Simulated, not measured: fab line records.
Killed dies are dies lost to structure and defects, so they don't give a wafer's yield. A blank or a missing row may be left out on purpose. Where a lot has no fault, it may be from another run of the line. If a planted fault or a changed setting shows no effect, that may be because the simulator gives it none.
The tool behind it: which one?	flow n5-finfet	11 lots, 33 wafers sampled, at 6 steps of a route of 1938

== WHAT EACH GAUGE READ, for each wafer ==
N5_BEOL_M2_CD_MEAS_35: target cd 18 nm, target cd y 22.2 nm.
lot	measured	on	cd-nm (nm)
L076	day 7 03:19	cd-sem-02	18.0 17.9 18.0
L078	day 8 00:49	cd-sem-02	18.2 18.9 17.9
L081	day 8 18:56	cd-sem-03	17.6 17.8 17.3
L082	day 8 23:43	cd-sem-02	18.1 17.6 18.4
L084	day 9 07:46	cd-sem-03	18.0 18.2 17.2
L086	day 10 00:49	cd-sem-02	17.7 18.0 16.8
L089	day 10 17:57	cd-sem-01	18.1 17.7 18.2
L090	day 11 03:26	cd-sem-01	18.6 18.4 17.8
L092	day 11 11:07	cd-sem-01	17.1 17.7 17.4
L093	day 12 13:54	cd-sem-03	17.8 17.7 17.2
L096	day 12 23:13	cd-sem-01	17.4 18.2 18.0

== WHAT TOOL EACH LOT RAN ON (gives the tool, then ch and the chambers of the sampled wafers, and finally the start) ==
lot	N5_BEOL_M1_ETCH_70	N5_BEOL_M1_ANNEAL_51	N5_BEOL_M2_ETCH_64	N5_BEOL_M2_ETCHBACK_99	N5_BEOL_M2_ETCH_41
L076	rie-diel-04 ch 0,3, day 6 16:34	rtp-anneal-02 ch 0, day 6 19:58	rie-diel-01 ch 2,3, day 7 00:38	rie-diel-02 ch 0,1, day 7 02:35	rie-diel-02 ch 0,1, day 7 03:19 or earlier
L078	rie-diel-04 ch 0,1,3, day 7 07:12	rtp-anneal-01 ch 0, day 7 10:46	rie-diel-06 ch 1,3, day 7 13:08	rie-diel-02 ch 1,2,3, day 8 00:16	rie-diel-02 ch 1,2,3, day 8 00:49 or earlier
L081	rie-diel-04 ch 1,2, day 8 07:04	rtp-anneal-02 ch 0, day 8 10:28	rie-diel-02 ch 0,1,2, day 8 13:11	rie-diel-01 ch 2,3, day 8 18:23	rie-diel-01 ch 2,3, day 8 18:56 or earlier
L082	rie-diel-04 ch 0,1,2, day 8 07:28	rtp-anneal-02 ch 0, day 8 12:21	rie-diel-06 ch 0,1,3, day 8 14:07	rie-diel-01 ch 2,3, day 8 23:09	rie-diel-01 ch 2,3, day 8 23:43 or earlier
L084	rie-diel-04 ch 0,1, day 8 22:35	rtp-anneal-01 ch 0, day 9 02:10	rie-diel-06 ch 1,2, day 9 05:07	rie-diel-02 ch 0,1, day 9 07:13	rie-diel-02 ch 0,1, day 9 07:46 or earlier
L086	rie-diel-04 ch 0,1,3, day 9 16:54	rtp-anneal-01 ch 0, day 9 20:13	rie-diel-06 ch 1,3, day 9 22:26	rie-diel-01 ch 1,2,3, day 10 00:16	rie-diel-01 ch 1,2,3, day 10 00:49 or earlier
L089	rie-diel-05 ch 0,1,2, day 10 03:19	rtp-anneal-01 ch 0, day 10 06:52	rie-diel-06 ch 0,3, day 10 09:02	rie-diel-02 ch 0,3, day 10 17:22	rie-diel-02 ch 0,3, day 10 17:57 or earlier
L090	rie-diel-03 ch 0,2,3, day 10 17:32	rtp-anneal-02 ch 0, day 10 22:50	rie-diel-06 ch 1,2,3, day 11 00:37	rie-diel-02 ch 0,2,3, day 11 02:53	rie-diel-02 ch 0,2,3, day 11 03:26 or earlier
L092	rie-diel-03 ch 0,2,3, day 10 23:35	rtp-anneal-02 ch 0, day 11 03:59	rie-diel-02 ch 0,2,3, day 11 07:40	rie-diel-02 ch 0,2,3, day 11 10:34	rie-diel-02 ch 0,2,3, day 11 11:07 or earlier
L093	rie-diel-04 ch 0,1, day 11 11:55	rtp-anneal-01 ch 0, day 12 02:34	rie-diel-01 ch 0,3, day 12 05:34	rie-diel-06 ch 0,2, day 12 13:21	rie-diel-06 ch 0,2, day 12 13:54 or earlier
L096	rie-diel-03 ch 0,2, day 12 04:35	rtp-anneal-01 ch 0, day 12 07:58	rie-diel-01 ch 0,1,3, day 12 10:06	rie-diel-01 ch 1,2, day 12 22:40	rie-diel-01 ch 1,2, day 12 23:13 or earlier
- N5_BEOL_M1_ETCH_70: etches SOC in N2/H2, target depth 80 nm, overetch 16 nm, time 120 s.
- N5_BEOL_M1_ANNEAL_51: time 90 s.
- N5_BEOL_M2_ETCH_64: etches SOC in N2/H2, target depth 75 nm, overetch 22.5 nm, time 121.9 s.
- N5_BEOL_M2_ETCHBACK_99: etches SiO2 in CHF3, target depth 5 nm, time 10.4 s.
- N5_BEOL_M2_ETCH_41: etches SiCN in CH3F/O2, target depth 29.9 nm, time 52.5 s.

== THE ANSWER, worked out from the rows above alone ==
Rule: usual is defined by the lots themselves. Put in order of their means at a reading, lots are off if they are a third of the lots or fewer, leave a main group of 4 or more, and stand apart from it by a gap of 3 or more times the standard deviation of the main group's means; of several such gaps the widest counts. Not used: any main group whose means are identical at the precision the tables above print for the reading. A lot without any number at a reading at which 4 lots or more have one is off too. Where the step has rows for the other lots, those lots are counted as sound.
None of the lots is off at any reading shown; this tells nothing.

== WHAT HAD BEEN PUT IN BY THE SIMULATOR ==
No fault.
